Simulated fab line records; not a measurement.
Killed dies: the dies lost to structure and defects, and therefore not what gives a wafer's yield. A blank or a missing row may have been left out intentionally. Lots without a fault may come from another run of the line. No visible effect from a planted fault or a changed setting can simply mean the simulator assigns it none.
Matching of chambers + flow n5 finfet + N5_BEOL_M13_ETCH_38 on rie diel-02 has 4 sister chambers
The step etches SiCN in CF4/N2, target depth 67.5 nm, time 71.9 s. 8 wafers are shown with their chamber, then 10 later ones without.

## WAFERS PAIRED WITH THEIR CHAMBERS
| wafer  | chamber | throttle valve pct (%) | drypump motor current A (A) |
|--------|---------|------------------------|-----------------------------|
| L085.3 | 0       | 15.17                  | 5.7                         |
| L081.3 | 1       | 15.11                  | 6.4                         |
| L081.6 | 2       | 15.76                  | 5.8                         |
| L083.4 | 1       | 15.11                  | 6.3                         |
| L083.5 | 2       | 15.77                  | 5.9                         |
| L083.6 | 3       | 15.88                  | 4.9                         |
| L084.3 | 3       | 15.88                  | 4.9                         |
| L084.4 | 0       | 15.19                  | 5.7                         |

## WAFERS WHOSE CHAMBER IS MISSING
| wafer  | throttle valve pct (%) | drypump motor current A (A) |
|--------|------------------------|-----------------------------|
| L084.5 | 15.87                  | 4.9                         |
| L093.2 | 15.20                  | 5.7                         |
| L093.3 | 15.15                  | 6.3                         |
| L093.5 | 15.17                  | 6.4                         |
| L094.1 | 15.81                  | 5.8                         |
| L094.5 | 15.38                  | 4.9                         |
| L094.6 | 15.80                  | 5.9                         |
| L095.1 | 15.18                  | 6.3                         |
| L095.4 | 15.82                  | 5.9                         |
| L095.5 | 15.81                  | 5.9                         |

## WHICH CHAMBER EACH ONE RAN IN
| wafer  | from the rows above | in truth                   |
|--------|---------------------|----------------------------|
| L084.5 | 3                   | 3                          |
| L093.2 | 0                   | 0                          |
| L093.3 | 1                   | 1                          |
| L093.5 | 1                   | 1                          |
| L094.1 | 2                   | 2                          |
| L094.5 | 0                   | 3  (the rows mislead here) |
| L094.6 | 2                   | 2                          |
| L095.1 | 1                   | 1                          |
| L095.4 | 2                   | 2                          |
| L095.5 | 2                   | 2                          |
Correct placement for 9 of the 10. Not placeable from these rows: 0. Placed wrongly: 1.
How it was worked out, from the rows above alone: a wafer's distance from a chamber is the root of the sum, over the readings, of the square of ((its reading less the chamber's mean) divided by the reading's scatter). The wafer belongs to the nearest chamber; if the next one is less than 2 further off, it can't be placed. Each chamber's mean is taken over the wafers shown for it. The scatter is the square root of a quotient: the sum, over the shown wafers, of each reading's squared deviation from its chamber's mean, divided by wafers minus chambers.
